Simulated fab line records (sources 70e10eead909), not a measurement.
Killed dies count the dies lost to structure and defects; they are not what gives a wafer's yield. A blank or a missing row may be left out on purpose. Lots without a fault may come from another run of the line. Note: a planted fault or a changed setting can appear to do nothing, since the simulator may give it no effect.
Comparing a struck lot with a sound one + flow nand-harc + 15 steps out of a route of 1159
Sound: these wafers, L189.1, L189.5, L189.6. Struck: wafers L193.3, L193.6. (L193.2 of the same lot was not struck and is left out.) The cause comes at the end.
For every step that has rows: the tool of each side, followed by ch and its chambers, followed by its first start. Under that, the readings that differ: sound wafers + struck wafers + difference of the means + sigmas: that difference in standard deviations of wafers without a fault.
alike: readings with means less than 2 such deviations apart, plus words and numbers identical on both sides. not compared: withheld readings, readings lacking a value on some wafer, bounds such as >300 that could conceal the same value, and numbers that have no deviation in the record and whose values overlap.
The two part at a step that has a row with sigmas, a row that says differs or no value, or rows on one side only. Numbers that have no deviation but don't overlap get no sigmas and don't part them. Lack of a reading on every wafer of one side parts them only where that side has two or more wafers.

NHARC_P_M2_INSPECT_11:
  sound on defect-inspect-01 at day 7 02:37; struck on defect-inspect-02 at day 8 00:53
  alike: raw-defect-count
NHARC_P_M2_DESCUM_14: chemistry O2, time 3 s.
  sound on rie-diel-02 ch 0,1,3, day 7 02:43; struck on rie-diel-07 ch 1,2, day 8 00:56
  alike: drypump-motor-current-A, oes-product-au, rf-vpp-V, showerhead-plenum-p-Torr, throttle-valve-pct
  not compared: rf-hours-counter-h
NHARC_P_M2_ETCH_35: etches the open film in N2/H2, target depth 40 nm, overetch 12 nm, time 43.94 s.
  sound on rie-diel-02 ch 0,2,3, day 7 02:47; struck on rie-diel-07 ch 0,1, day 8 01:01
  alike: drypump-motor-current-A, n2-flow-sccm, oes-product-au, rf-fwd-power-W, rf-vpp-V, showerhead-plenum-p-Torr, throttle-valve-pct
  not compared: rf-hours-counter-h
NHARC_P_M2_ETCH_15: etches the open film in C4F8/Ar, target depth 182.5 nm, time 91.2 s.
  sound on rie-diel-02 ch 0,2,3; struck on rie-diel-07 ch 1,3
  alike: oes-product-au, rf-fwd-power-W, rf-vpp-V
  not compared: rf-hours-counter-h
NHARC_P_M2_CD_MEAS_16:
  sound on cd-sem-03 at day 7 03:00; struck on cd-sem-01 at day 8 01:14
  alike: cd-nm
then, 1 step without rows for these wafers: NHARC_P_M2_STRIP_18 (strips in N2/H2).
NHARC_P_M2_ETCH_28: etches the open film in CF4/N2, target depth 30 nm, time 72.99 s.
  sound on rie-diel-01 ch 0,1,2; struck on rie-diel-02 ch 1
  alike: drypump-motor-current-A, n2-flow-sccm, oes-product-au, rf-fwd-power-W, rf-vpp-V, showerhead-plenum-p-Torr, throttle-valve-pct
  not compared: rf-hours-counter-h
then, 3 steps without rows for these wafers: NHARC_P_M2_STRIP_19 (strips in post etch residue remover, time 600 s); NHARC_P_M2_DEGAS_29 (time 60 s); NHARC_P_M2_PRE_CLEAN_30 (time 30 s).
NHARC_P_M2_PVD_20: deposits TaN, target thk 5 nm, time 8.06 s.
  sound on pvd-sputter-03; struck on pvd-sputter-03
  alike: throttle-valve-pct
then, 1 step without rows for these wafers: NHARC_P_M2_PVD_21 (deposits Cu, target thk 30 nm, time 20.49 s).
NHARC_P_M2_ECD_22: material Cu, target thk 400 nm.
  sound on ecd-cu-01 ch 0,1, day 7 04:07; struck on ecd-cu-01 ch 0,1, day 8 02:19
then, 1 step without rows for these wafers: NHARC_P_M2_ANNEAL_31 (time 90 s).
NHARC_P_M2_CMP_23: polishes, t overpolish 20 s, target thk 144.3 nm.
  sound on cmp-04 ch 1,2, day 7 04:55; struck on cmp-01 ch 2,3, day 8 03:04
| reading                | sound          | struck    | difference | sigmas |
|------------------------|----------------|-----------|------------|--------|
| time-to-endpoint-s (s) | 24.8 26.0 23.8 | 14.5 12.2 | -11.5      | -5     |
  alike: motor-current-A, retaining-ring-pressure-frac

## WHERE THEY PART
Only at NHARC_P_M2_CMP_23, as far as this record shows.

WHY: what the simulator had put in
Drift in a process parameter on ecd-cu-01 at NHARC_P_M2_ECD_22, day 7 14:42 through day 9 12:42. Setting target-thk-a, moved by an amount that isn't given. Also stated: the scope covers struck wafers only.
